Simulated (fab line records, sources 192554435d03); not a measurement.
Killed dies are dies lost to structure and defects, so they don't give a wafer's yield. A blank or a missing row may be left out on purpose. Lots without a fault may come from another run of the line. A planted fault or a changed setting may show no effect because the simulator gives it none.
Chamber matching | flow n5_finfet | N5_MOL_CONTACT_COAG_ETCH_105 on rie_diel-02: 4 sister chambers
The step etches SiARC in CF4, target depth 15.6 nm, time 26 s. 4 wafers are shown with their chamber, then 7 later ones without.

WAFERS WITH THEIR CHAMBER
wafer  | chamber | showerhead_plenum_p_Torr (Torr)
L085.2 | 1       | 2.07
L085.6 | 2       | 2.03
L086.3 | 3       | 2.22
L086.4 | 0       | 2.15

WAFERS WITHOUT THEIR CHAMBER
wafer  | showerhead_plenum_p_Torr (Torr)
L086.5 | 2.03
L087.3 | 2.15
L087.5 | 2.15
L087.6 | 2.21
L097.1 | 2.06
L097.2 | 2.14
L097.3 | 2.03

WHICH CHAMBER EACH WENT THROUGH
wafer  | from the rows above | in truth
L086.5 | 2                   | 2
L087.3 | 0                   | 0
L087.5 | 0                   | 0
L087.6 | 3                   | 3
L097.1 | 1                   | 1
L097.2 | 0                   | 0
L097.3 | 2                   | 2
Placed correctly: 7 of 7. Can't be placed from these rows: 0. Placed wrongly: 0.
How it was worked out, from the rows above alone: a wafer's distance from a chamber is the root of the sum, over the readings, of the square of ((its reading less the chamber's mean) divided by the reading's scatter). The wafer belongs to the nearest chamber; if the next one is less than 2 further off, it can't be placed. A chamber's mean is the mean of its shown wafers. The scatter: with one shown wafer a chamber, the root of the mean of the squares of how far each hidden wafer lies from its nearest shown one.
